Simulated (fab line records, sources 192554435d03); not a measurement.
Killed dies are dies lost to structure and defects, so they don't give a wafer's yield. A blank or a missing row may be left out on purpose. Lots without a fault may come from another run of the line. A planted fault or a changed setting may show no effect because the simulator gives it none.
Tool commonality check | flow n5_finfet | 8 lots, 23 wafers sampled

WHY IT WAS OPENED
At N5_SD_EPI_P_EPI_MEAS_23 the reading thk_nm is flagged on 2 of 8 lots. Wafers without a fault read 61.1 nm, standard deviation 1.3.
Rule: a lot is flagged when every wafer of it that has a number lies more than 4 standard deviations from that mean, or none has a number. The other lots count as sound.

lot  | measured    | on            | thk_nm (nm), wafer by wafer | flag
L383 | day 3 14:16 | film_metro-01 | 62.9 61.9 64.1              |
L385 | day 4 03:43 | film_metro-02 | 60.8 62.1 61.5              |
L387 | day 4 14:49 | film_metro-02 | 58.9 63.6                   |
L389 | day 5 03:17 | film_metro-02 | 42.6 43.7 42.7              | FLAGGED
L390 | day 5 13:42 | film_metro-02 | 45.1 44.4 44.5              | FLAGGED
L398 | day 7 10:02 | film_metro-01 | 60.5 60.7 62.3              |
L401 | day 8 03:40 | film_metro-01 | 61.5 59.0 64.0              |
L404 | day 8 22:08 | film_metro-01 | 60.4 60.9 62.3              |
The numbers of the flagged lots are 43.8 nm on average: -17.3 nm against the usual, or -13 standard deviations.

WHICH TOOL RAN EACH LOT
The record holds 3 process steps before the reading, out of a route of 1938 steps. In each cell: the tool, then ch and the chambers that the sampled wafers went through, then the start.
lot  | flag    | N5_SD_EPI_P_ETCH_36               | N5_SD_EPI_P_ETCH_16               | N5_SD_EPI_P_EPI_21
L383 |         | rie_diel-01 ch 0,1, day 3 10:03   | rie_diel-01 ch 0, day 3 11:16     | epi_rpcvd-04 ch 0, day 3 12:26
L385 |         | rie_diel-05 ch 1,3, day 3 23:22   | rie_diel-05 ch 1,3, day 3 23:58   | epi_rpcvd-04 ch 0, day 4 00:49
L387 |         | rie_diel-01 ch 0,1, day 4 11:19   | rie_diel-01 ch 0,1, day 4 11:53   | epi_rpcvd-01 ch 0, day 4 13:41
L389 | FLAGGED | rie_diel-02 ch 1,2,3, day 4 23:45 | rie_diel-02 ch 1,2,3, day 5 00:20 | epi_rpcvd-04 ch 0, day 5 02:08
L390 | FLAGGED | rie_diel-01 ch 2,3, day 5 10:11   | rie_diel-01 ch 2,3, day 5 10:46   | epi_rpcvd-04 ch 0, day 5 12:13
L398 |         | rie_diel-05 ch 0,2,3, day 7 06:31 | rie_diel-05 ch 0,2,3, day 7 07:05 | epi_rpcvd-03 ch 0, day 7 08:11
L401 |         | rie_diel-02 ch 0,2, day 7 23:52   | rie_diel-02 ch 0,2, day 8 00:43   | epi_rpcvd-03 ch 0, day 8 02:32
L404 |         | rie_diel-01 ch 2,3, day 8 17:47   | rie_diel-01 ch 2,3, day 8 18:22   | epi_rpcvd-03 ch 0, day 8 19:42
What these steps do:
- N5_SD_EPI_P_ETCH_36: etches SiARC in CF4, target depth 45.5 nm, time 75.8 s.
- N5_SD_EPI_P_ETCH_16: etches SiO2 in CHF3/O2, target depth 5 nm.
- N5_SD_EPI_P_EPI_21: deposits SiGe:B, time 355 s.
- N5_SD_EPI_P_EPI_MEAS_23

FLAGGED OVER TOTAL, TOOL BY TOOL (the gauges that took the reading come last)
step                    | tool          | lots run | flagged | share of the flagged lots | sound lots run after its first flagged lot
N5_SD_EPI_P_ETCH_36     | rie_diel-01   | 4        | 1       | some                      | 1 (L404)
N5_SD_EPI_P_ETCH_36     | rie_diel-02   | 2        | 1       | some                      | 1 (L401)
N5_SD_EPI_P_ETCH_36     | rie_diel-05   | 2        | 0       | none                      | -
N5_SD_EPI_P_ETCH_16     | rie_diel-01   | 4        | 1       | some                      | 1 (L404)
N5_SD_EPI_P_ETCH_16     | rie_diel-02   | 2        | 1       | some                      | 1 (L401)
N5_SD_EPI_P_ETCH_16     | rie_diel-05   | 2        | 0       | none                      | -
N5_SD_EPI_P_EPI_21      | epi_rpcvd-01  | 1        | 0       | none                      | -
N5_SD_EPI_P_EPI_21      | epi_rpcvd-03  | 3        | 0       | none                      | -
N5_SD_EPI_P_EPI_21      | epi_rpcvd-04  | 4        | 2       | all                       | 0
N5_SD_EPI_P_EPI_MEAS_23 | film_metro-01 | 4        | 0       | none                      | -
N5_SD_EPI_P_EPI_MEAS_23 | film_metro-02 | 4        | 2       | all                       | 0

WHAT THE TABLE ALLOWS
2 rows of the table ran every flagged lot: epi_rpcvd-04 at N5_SD_EPI_P_EPI_21, film_metro-02 at N5_SD_EPI_P_EPI_MEAS_23.
- epi_rpcvd-04 at N5_SD_EPI_P_EPI_21: 2 of its 4 lots flagged. Its last sound lot is L385 (day 4 00:49), its first flagged lot L389 (day 5 02:08): a fault that began between those two fits. Its own readings lie more than 4 standard deviations out on every wafer of the flagged lots: chamber_pressure_Torr.
- film_metro-02 at N5_SD_EPI_P_EPI_MEAS_23: 2 of its 4 lots flagged. Its last sound lot is L387 (day 4 14:49), its first flagged lot L389 (day 5 03:17): a fault that began between those two fits.
Counting lots can't tell these 2 tools apart, because each fits a fault that began at some hour. More lots, or a look at what each step does to the wafer, might.

WHAT THE SIMULATOR HAD PUT IN
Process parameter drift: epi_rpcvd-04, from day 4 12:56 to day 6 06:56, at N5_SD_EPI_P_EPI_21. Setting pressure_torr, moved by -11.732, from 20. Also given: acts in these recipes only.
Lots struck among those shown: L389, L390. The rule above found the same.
